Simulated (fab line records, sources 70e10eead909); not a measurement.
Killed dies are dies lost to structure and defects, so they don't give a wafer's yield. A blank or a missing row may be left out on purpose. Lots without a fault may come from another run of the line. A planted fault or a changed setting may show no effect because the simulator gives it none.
A struck lot beside a sound one | flow nand_harc | 15 steps out of a route of 1159
Sound: wafers L150.1, L150.3, L150.5. Struck: wafer L155.6. The cause comes at the end.
At each step with rows: each side's tool, then ch and its chambers, then its first start. Under that, the readings that differ: sound wafers | struck wafers | difference of the means | sigmas: that difference in standard deviations of wafers without a fault.
alike: readings whose means differ by less than 2 such deviations, and words and numbers that are the same on both sides. not compared: withheld readings, readings that some wafer has no value for, bounds like >300 that may hide the same value, and numbers for which the record gives no deviation and whose values overlap.
The two part at a step that has a row with sigmas, a row that says differs or no value, or rows on one side only. Numbers that don't overlap but have no deviation are shown without sigmas and don't part them. A reading that every wafer of one side lacks parts them only if that side has two wafers or more.

first, 7 steps without rows for these wafers: NHARC_P_BONDPAD_COAT_36 (time 65 s); NHARC_P_BONDPAD_COAT_03 (resist thk 600 nm); NHARC_P_BONDPAD_SOFTBAKE_04 (time 70 s); NHARC_P_BONDPAD_EBR_05; NHARC_P_BONDPAD_EXPOSE_06 (exposes mask P BPAD); NHARC_P_BONDPAD_PEB_07 (peb time 80 s); NHARC_P_BONDPAD_DEVELOP_08 (time 50 s).
NHARC_P_BONDPAD_CD_MEAS_09: target cd 500 nm.
  sound on cd_sem-01 ch 0, day 6 23:28; struck on cd_sem-03 ch 0, day 8 00:53
  alike: cd_nm
NHARC_P_BONDPAD_OVL_MEAS_38:
  sound on overlay-01, day 6 23:33; struck on overlay-02, day 8 00:58
  alike: overlay_x_nm, overlay_y_nm
then, 1 step without rows for these wafers: NHARC_P_BONDPAD_HARDBAKE_10 (time 65 s).
NHARC_P_BONDPAD_DESCUM_11: chemistry O2, time 3 s.
  sound on rie_diel-03 ch 0,1,3, day 6 23:40; struck on rie_diel-03 ch 0, day 8 01:07
  alike: drypump_motor_current_A, oes_product_au, rf_vpp_V, showerhead_plenum_p_Torr, throttle_valve_pct
  not compared: rf_hours_counter_h
NHARC_P_BONDPAD_ETCH_37: etches the open film in N2/H2, target depth 60 nm, overetch 18 nm, time 65.91 s.
  sound on rie_diel-03 ch 0,1,3, day 6 23:46; struck on rie_diel-03 ch 0, day 8 01:12
  reading                | sound                | struck | difference | sigmas
  throttle_valve_pct (%) | 14.182 14.162 14.181 | 14.194 | +0.019     | +2
  alike: drypump_motor_current_A, n2_flow_sccm, oes_product_au, rf_fwd_power_W, rf_vpp_V, showerhead_plenum_p_Torr
  not compared: rf_hours_counter_h
NHARC_P_BONDPAD_ETCH_12: etches the open film in CHF3/O2, target depth 200 nm, time 100 s.
  sound on rie_diel-03 ch 0,3, day 6 23:51; struck on rie_diel-03 ch 0, day 8 01:18
  reading               | sound             | struck | difference | sigmas
  oes_product_au (a.u.) | 0.980 0.947 0.978 | 0.715  | -0.253     | -11
  rf_fwd_power_W (W)    | 495.3 493.1 495.8 | 292.9  | -201.8     | -99 or more
  alike: drypump_motor_current_A, rf_vpp_V, showerhead_plenum_p_Torr, throttle_valve_pct
  not compared: rf_hours_counter_h
NHARC_P_BONDPAD_CD_MEAS_13:
  sound on cd_sem-01, day 6 23:59; struck on cd_sem-02, day 8 01:25
  alike: cd_nm
-- the record jumps here: 13 days lie between the struck wafers' starts before and after (it left off in module P_BONDPAD and takes up again in module END, whose first step shown is number 1159 of the route) --
NHARC_END_SORT_01:
  sound on prober-02 ch 0, day 20 10:03; struck on prober-02 ch 0, day 21 05:56
  reading             | sound   | struck | difference | sigmas
  killed_at_periphery | 1 1 0   | 649    | +648       | +99 or more
  killed_dies         | 19 11 8 | 677    | +664       | +60
  alike: killed_at_array, killed_at_other, killed_open, killed_short

WHERE THEY PART
First at NHARC_P_BONDPAD_ETCH_37; last, within this record, at NHARC_END_SORT_01.

WHY: what the simulator had put in
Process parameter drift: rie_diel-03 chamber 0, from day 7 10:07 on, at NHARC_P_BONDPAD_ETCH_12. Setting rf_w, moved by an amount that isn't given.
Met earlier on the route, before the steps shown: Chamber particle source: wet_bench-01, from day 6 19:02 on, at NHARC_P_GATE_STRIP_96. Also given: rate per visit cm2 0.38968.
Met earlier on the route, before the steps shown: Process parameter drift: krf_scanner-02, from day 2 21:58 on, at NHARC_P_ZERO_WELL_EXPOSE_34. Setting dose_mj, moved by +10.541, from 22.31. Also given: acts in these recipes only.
